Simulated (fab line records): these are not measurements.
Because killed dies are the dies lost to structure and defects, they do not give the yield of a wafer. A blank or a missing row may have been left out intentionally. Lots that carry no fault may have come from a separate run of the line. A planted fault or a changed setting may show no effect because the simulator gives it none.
fab line records	flow nandHarc
[record] lots = 14	wafers = 42	lastDay = 25
route steps=1159 shown P_GATE@199 THIN_TSV@1103 END@1159
lots untouched by any fault: they come from a run of this same line in which no faults occurred
startH: hours from the record's opening day to when the first of the lot's shown wafers began	waitH: hours from the lot's prior step to this one	" identical to the entry in the row above	L1.1+2: a row that stands for several wafers	- no value present, or no start provided	* or withheld: withheld	< > ~ a bound
route shown NAME@n: names a module that has steps shown in the file, with the first one's number in the route	usual: average and standard deviation across the fault-free wafers	same: alike in all rows	chamber/n: place in a boat	sites: the reading at each site	_std_site: standard deviation across them	_edge_site: outer sites' mean less inner sites'	radiusMm: for every site, how far away it sits from the centre of the wafer	mask NAME#n: copy n	behind: tool/chamber where the wafer was last shaped	hold: why the lot was held/for how many hours/how that ended	device: which transistor (n, p or np) failed to switch	end of line: the route-end tests of the same wafers	for a step that has no rows: nothing shown but its recipe	killed: not the wafer's yield, but the dies lost to structure and defects at the first sort	map: per-die view of a wafer (x killed, . not killed, _ where there is no die)
set.NAME: setting as actually run; set.NAME@STEP: the setting as run at that earlier step	model.NAME: the simulator's own value behind a step, which no gauge read
one table for each step of the route and one row for each wafer, over a sample of lots
services: when a tool's chamber went out of use (startH, in hours from the record's first day, below 0 if earlier), for how many hours, and the reason
[[steps]]
[step NHARC_P_GATE_DEVELOP_90]
[recipe] timeS = 70
lot.wafer	tool	chamber	startH	waitH
L833.3+5+6	lithoTrack-02	0	98	-
L834.2+3+5	lithoTrack-02	0	111	-
L835.2+5+6	lithoTrack-05	0	111	-
L836.2+3+5	lithoTrack-03	0	118	-
L838.1+4+6	lithoTrack-03	0	141	-
L839.2+4+5	lithoTrack-05	0	149	-
L841.2+3+4	lithoTrack-03	0	156	-
L842.1+2+5	lithoTrack-03	0	156	-
L846.1+3+5	lithoTrack-05	0	182	-
L847.1+2+4	lithoTrack-05	0	182	-
L852.1+4+5	lithoTrack-05	0	212	-
L854.2+5+6	lithoTrack-05	0	228	-
L856.1+2+5	lithoTrack-03	0	235	-
L855.1+5+6	lithoTrack-05	0	236	-
[step NHARC_THIN_TSV_THK_MEAS_02]
[recipe] thkMeasGauge = ir
[usual] thkNm = 3005/230
lot.wafer	tool	chamber	startH	waitH	thkNm
L833.3	filmMetro-01	-	425.80	-	3293
L833.5	"	-	"	"	3176
L833.6	"	-	"	"	3026
L834.2	filmMetro-01	-	428.22	-	2997
L834.3	"	-	"	"	3044
L834.5	"	-	"	"	2991
L836.2	filmMetro-02	-	429.42	-	2933
L836.3	"	-	"	"	3066
L836.5	"	-	"	"	2921
L835.2	filmMetro-01	-	433.22	-	2834
L835.5	"	-	"	"	3148
L835.6	"	-	"	"	2813
L838.1	filmMetro-01	-	461.18	-	3220
L838.6	"	-	"	"	3100
L842.1	filmMetro-02	-	479.66	-	3130
L842.2	"	-	"	"	3245
L839.2	filmMetro-02	-	480.88	-	3461
L839.4	"	-	"	"	2976
L839.5	"	-	"	"	3007
L841.2	filmMetro-01	-	483.89	-	2139
L841.3	"	-	"	"	2473
L847.1	filmMetro-02	-	500.41	-	2723
L847.2	"	-	"	"	2823
L847.4	"	-	"	"	2947
L846.1	filmMetro-02	-	501.62	0.2	3005
L846.3	"	-	"	"	2646
L846.5	"	-	"	"	3269
L852.1	filmMetro-02	-	535.53	-	2867
L852.4	"	-	"	"	2844
L852.5	"	-	"	"	3067
L854.2	filmMetro-01	-	549.16	-	3185
L854.5	"	-	"	"	2862
L854.6	"	-	"	"	3386
L856.1	filmMetro-02	-	550.37	0.2	3199
L856.2	"	-	"	"	2664
L856.5	"	-	"	"	2944
L855.1	filmMetro-02	-	568.89	-	3176
L855.5	"	-	"	"	2947
L855.6	"	-	"	"	3386
[step NHARC_THIN_TSV_CMP_21]
[recipe] tOverpolishS = 30	targetThkNm = 2000
[usual] motorCurrentA = 12.6/1	overpolishRunS = 30.001/0.0086	slurryFilterDpKPa = 13.49/0.15
lot.wafer	tool	chamber	startH	waitH	motorCurrentA	overpolishRunS	slurryFilterDpKPa
L833.3	cmp-02	2	431.46	-	11.9	30.001	13.49
L833.5	"	0	"	"	12.0	30.001	13.72
L833.6	"	1	"	"	13.3	30.007	13.62
L834.2	cmp-04	3	433.85	-	14.2	30.005	13.54
L834.3	"	1	"	"	11.8	30.010	13.58
L834.5	"	3	"	"	14.2	30.003	13.45
L836.2	cmp-02	2	435.02	-	12.1	30.000	13.67
L836.3	"	0	"	"	11.9	29.988	13.61
L836.5	"	1	"	"	13.2	30.002	13.53
L835.2	cmp-02	1	438.45	-	12.8	29.985	13.83
L835.5	"	1	"	"	13.0	30.010	13.33
L835.6	"	2	"	"	11.6	30.002	13.37
L838.1	cmp-02	0	466.53	-	12.4	30.004	13.58
L838.6	"	0	"	"	12.4	30.023	13.55
L842.2	cmp-03	1	485.43	-	14.7	30.005	13.66
L842.1	"	3	"	"	12.8	29.999	13.35
L839.4	cmp-04	2	486.28	-	12.0	29.989	13.57
L839.2	"	0	"	"	11.8	29.996	13.63
L839.5	"	2	"	"	12.5	30.000	13.58
L841.3	cmp-04	1	490.89	-	12.6	29.993	13.62
L841.2	"	3	"	"	13.7	29.989	13.77
L847.2	cmp-03	1	506.09	-	13.6	29.994	13.50
L847.1	"	2	"	"	13.0	30.000	13.44
L847.4	"	3	"	"	12.7	30.000	13.56
L846.3	cmp-02	3	507.27	-	14.0	29.999	13.59
L846.1	"	1	"	"	12.7	30.014	13.74
L846.5	"	3	"	"	13.3	30.016	13.43
L852.4	cmp-02	2	540.74	-	11.6	29.999	13.56
L852.1	"	3	"	"	13.4	29.999	13.40
L852.5	"	2	"	"	11.3	29.984	13.11
L854.2	cmp-03	3	554.47	-	12.2	30.002	13.66
L854.5	"	1	"	"	14.4	29.994	13.49
L854.6	"	2	"	"	12.5	29.991	13.10
L856.1	cmp-03	3	555.76	-	12.7	29.994	13.13
L856.2	"	0	"	"	11.1	30.014	13.60
L856.5	"	2	"	"	12.8	30.007	13.38
L855.1	cmp-04	2	574.22	-	12.2	29.997	13.40
L855.5	"	2	"	"	11.5	29.996	13.45
L855.6	"	3	"	"	13.7	29.992	13.61
[step NHARC_THIN_TSV_DESCUM_35]
[recipe] timeS = 3	o2FlowSccm = 200	arFlowSccm = 0	biasPowerW = 0	chemistry = O2
[usual] drypumpMotorCurrentA = 6.0/0.43	oesProductAu = 1.002/0.0079	rfVppV = 57.7/0.89	showerheadPlenumPTorr = 1.93/0.083	throttleValvePct = 11.311/0.0088
lot.wafer	tool	chamber	startH	waitH	drypumpMotorCurrentA	oesProductAu	rfHoursCounterH	rfVppV	showerheadPlenumPTorr	throttleValvePct
L833.3	rieDiel-11	3	433.09	-	6.4	1.002	4	58.6	1.93	11.315
L833.6	"	0	"	"	5.7	0.991	-	56.7	1.85	11.312
L833.5	"	1	"	"	5.5	1.005	-	56.2	2.02	11.311
L834.2	rieDiel-02	1	435.61	-	6.7	0.981	6	56.9	1.93	11.303
L834.3	"	2	"	"	6.2	0.985	6	57.7	1.99	11.312
L834.5	"	0	"	"	6.3	0.995	-	59.3	2.06	11.297
L836.2	rieDiel-02	2	436.78	-	6.2	0.990	6	55.6	1.99	11.319
L836.3	"	3	"	"	5.7	1.002	7	58.1	1.90	11.297
L836.5	"	2	"	"	6.2	0.993	-	58.5	1.99	11.309
L835.2	rieDiel-09	3	440.23	-	6.3	1.006	0	58.7	2.01	11.329
L835.6	"	1	"	"	6.5	0.993	-	56.5	2.00	11.312
L835.5	"	2	"	"	5.8	1.008	-	57.7	1.86	11.299
L838.1	rieDiel-09	2	468.35	-	5.8	1.005	2	58.1	1.86	11.295
L838.6	"	0	"	"	5.3	1.010	-	57.2	1.80	11.298
L842.2	rieDiel-09	2	487.22	-	5.7	0.987	5	55.9	1.86	11.315
L842.1	"	0	"	"	5.3	1.008	6	56.4	1.80	11.318
L839.4	rieDiel-09	0	487.92	-	5.3	0.997	6	56.4	1.80	11.322
L839.2	"	2	"	"	5.8	0.995	5	58.3	1.86	11.304
L839.5	"	0	"	"	5.3	1.000	-	55.3	1.80	11.306
L841.2	rieDiel-11	2	492.66	-	5.9	1.010	8	57.1	1.85	11.317
L841.3	"	0	"	"	5.7	1.004	7	57.2	1.85	11.308
L847.2	rieDiel-11	3	507.78	-	6.4	0.997	9	57.9	1.93	11.316
L847.1	"	0	"	"	5.7	0.994	8	57.4	1.85	11.305
L847.4	"	1	"	"	5.5	1.009	8	58.4	2.02	11.305
L846.3	rieDiel-09	1	508.92	-	6.5	1.000	9	58.2	2.00	11.315
L846.1	"	3	"	"	6.3	0.998	9	56.7	2.01	11.316
L846.5	"	0	"	"	5.3	0.998	-	56.3	1.80	11.320
L852.1	rieDiel-11	1	542.51	-	5.5	1.002	10	58.8	2.02	11.309
L852.4	"	2	"	"	5.8	1.016	11	57.3	1.85	11.305
L852.5	"	2	"	"	5.8	1.011	-	57.7	1.85	11.318
L854.2	rieDiel-02	1	556.17	-	6.7	0.997	4	56.7	1.93	11.323
L854.6	"	1	"	"	6.7	1.006	-	58.3	1.93	11.317
L854.5	"	2	"	"	6.2	0.996	-	58.3	1.98	11.297
L856.2	rieDiel-09	3	557.49	-	6.3	1.012	14	57.1	2.01	11.308
L856.1	"	0	"	"	5.3	1.000	15	57.7	1.79	11.325
L856.5	"	3	"	"	6.3	1.008	-	57.3	2.01	11.285
L855.1	rieDiel-09	2	575.99	-	5.8	0.996	15	56.6	1.86	11.307
L855.6	"	1	"	"	6.5	1.011	-	57.5	2.00	11.308
L855.5	"	2	"	"	5.8	1.000	-	57.0	1.86	11.308
[step NHARC_END_SORT_01]
[recipe] tempC = 25
[usual] killedAtArray = 28/8.9	killedAtOther = 0.8/1.2	killedAtPeriphery = 3.3/2.3	killedDies = 32/9.4	killedOpen = 3.2/1.8	killedShort = 1.9/1.4
[same] grossDies = 677
lot.wafer	tool	chamber	startH	waitH	killedAtArray	killedAtOther	killedAtPeriphery	killedDies	killedOpen	killedShort
L838.1	prober-01	0	477.08	2.5	20	0	1	21	1	1
L838.4	prober-01	0	479.45	3.4	16	1	660	677	1	2
L838.6	prober-01	0	481.03	4.0	20	0	2	22	2	2
L842.1	prober-01	0	494.80	2.5	25	3	1	29	1	3
L842.2	prober-01	0	495.61	2.8	21	2	0	23	2	1
L842.5	prober-01	0	498.05	3.8	14	0	663	677	3	1
L841.2	prober-02	0	511.23	2.8	28	0	7	35	5	3
L841.3	prober-02	0	512.03	3.1	33	0	4	37	6	1
L841.4	prober-02	0	512.83	3.4	37	0	640	677	3	4
// killed by level:class
L838.1 A_CHANNEL_HOLE_D1:chamberFilmFlake=6 A_SLIT:chamberFilmFlake=6 A_CONTACT:chamberFilmFlake=5 A_CONTACT:geometricParticle:open=1 A_M1:geometricParticle:short=1 P_ZERO_WELL:chamberFilmFlake=1 A_STAIRCASE:chamberFilmFlake=1
L838.4 P_GATE:areaDevelop=658 A_SLIT:chamberFilmFlake=10 A_CONTACT:chamberFilmFlake=2 A_BLC:geometricParticle:open=1 A_BONDPAD:geometricParticle:short=1 P_ZERO_WELL:chamberFilmFlake=1 P_GATE:chamberFilmFlake=1 STARTING-WAFER:geometricParticle:short=1
L838.6 A_SLIT:chamberFilmFlake=8 A_CONTACT:chamberFilmFlake=3 P_ZERO_WELL:chamberFilmFlake=2 A_CHANNEL_HOLE_D1:chamberFilmFlake=2 A_ONON_D1:geometricParticle:short=1 A_CHANNEL_HOLE_D1:geometricParticle:open=1 A_WL_FILL:geometricParticle:short=1 A_M0:geometricParticle:open=1
L842.1 A_WL_FILL:chamberFilmFlake=6 A_CONTACT:chamberFilmFlake=6 A_CHANNEL_HOLE_D1:chamberFilmFlake=3 A_STAIRCASE:chamberFilmFlake=3 THIN_TSV:chamberFilmFlake=3 A_ZERO_WELL:chamberFilmFlake=2 A_SOURCE_PLATE:geometricParticle:short=1 A_CHANNEL_HOLE_D1:geometricParticle:short=1
L842.2 A_CHANNEL_HOLE_D1:chamberFilmFlake=7 A_STAIRCASE:chamberFilmFlake=4 A_WL_FILL:chamberFilmFlake=4 A_CONTACT:chamberFilmFlake=3 THIN_TSV:chamberFilmFlake=2 A_CHANNEL_HOLE_D1:geometricParticle:open=1 A_M0:geometricParticle:short=1 A_M0:geometricParticle:open=1
L842.5 P_GATE:areaDevelop=662 A_CHANNEL_HOLE_D1:chamberFilmFlake=5 A_STAIRCASE:chamberFilmFlake=3 A_CONTACT:chamberFilmFlake=2 P_CONTACT:geometricParticle:open=1 A_ONON_D1:geometricParticle:short=1 A_CHANNEL_FILL_D1:geometricParticle:open=1 A_BLC:geometricParticle:open=1
L841.2 A_SLIT:chamberFilmFlake=13 A_CHANNEL_HOLE_D1:chamberFilmFlake=7 A_CONTACT:chamberFilmFlake=4 P_M0:geometricParticle:open=2 P_GATE:geometricParticle:open=1 P_GATE:geometricParticle:short=1 P_M0:geometricParticle:short=1 A_SGD_CUT:geometricParticle:open=1
L841.3 A_SLIT:chamberFilmFlake=11 A_CHANNEL_HOLE_D1:chamberFilmFlake=10 A_CONTACT:chamberFilmFlake=3 P_ZERO_WELL:chamberFilmFlake=2 A_ZERO_WELL:chamberFilmFlake=2 P_M0:geometricParticle:open=1 A_ONON_D1:geometricParticle:open=1 A_WL_FILL:geometricParticle:open=1
L841.4 P_GATE:areaDevelop=636 A_SLIT:chamberFilmFlake=13 A_CHANNEL_HOLE_D1:chamberFilmFlake=9 A_STAIRCASE:chamberFilmFlake=5 A_ZERO_WELL:chamberFilmFlake=3 A_CHANNEL_FILL_D1:geometricParticle:short=2 P_GATE:chamberFilmFlake=2 A_ONON_D1:geometricParticle:open=1
[[services]]
tool	chamber	startH	hours	kind
rieDiel-09	-	77.10	9.0	pm
cmp-02	-	95.00	1.8	repair
cmp-02	-	128.50	4.0	pm
rieDiel-09	3	133.14	12.4	repair
rieDiel-09	3	158.50	1.9	repair
rieDiel-09	2	219.44	1.2	repair
rieDiel-09	1	225.76	2.8	repair
cmp-02	-	226.50	4.0	pm
rieDiel-09	0	227.51	3.9	repair
lithoTrack-05	-	237.00	7.0	pm
rieDiel-09	-	254.10	9.0	pm
rieDiel-09	-	287.55	0.9	repair
cmp-02	-	311.00	0.5	repair
cmp-02	-	324.50	4.0	pm
cmp-02	-	388.52	1.0	repair
lithoTrack-05	-	412.00	7.0	pm
cmp-02	-	422.50	4.0	pm
rieDiel-09	-	431.10	9.0	pm
cmp-02	-	473.90	2.3	repair
cmp-02	-	481.60	12.2	repair
rieDiel-09	2	490.38	5.8	repair
cmp-02	-	494.38	0.8	repair
cmp-02	-	520.50	4.0	pm
rieDiel-09	1	541.86	9.4	repair
[[key]]
[firstSign] step = NHARC_END_SORT_01	reading = killedAtPeriphery	direction = up	sigmas = 99+	usual = 3.3	struck = 654.3
[effect] step = NHARC_END_SORT_01	reading = killedDies	direction = up	sigmas = 69	usual = 32	struck = 677
[moreKillsBornAt] NHARC_P_GATE_DEVELOP_90@lithoTrack-03 = 1956
metAt NHARC_P_GATE_DEVELOP_90
struckLots L838,L841,L842
struckWafers L838.4,L841.4,L842.5
laterRowsLeftOut L838.4,L841.4,L842.5
testerLeftOut L838,L841,L842
notActingAt NHARC_THIN_TSV_THK_MEAS_02,NHARC_THIN_TSV_CMP_21,NHARC_THIN_TSV_DESCUM_35
onsetBetween 118 141
[fault] kind = processParameterDrift	tool = lithoTrack-03	chamber = -	onsetH = 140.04	steps = NHARC_P_GATE_DEVELOP_90	channel = timeS	offset = *	shape = step	endH = 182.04	scope = struckWafersOnly	actsIn = *	stated = *
// testerLeftOut: of these lots the tester's yield and bins aren't shown, on N5 and GAA mostly nor the transistor test; their killed dies are dies lost to structure and defects alone, not to doping, threshold or leakage, so they don't give the yield
// laterRowsLeftOut: the simulator's readings of these wafers behind a module that went badly wrong aren't trusted and aren't shown, but for the sort
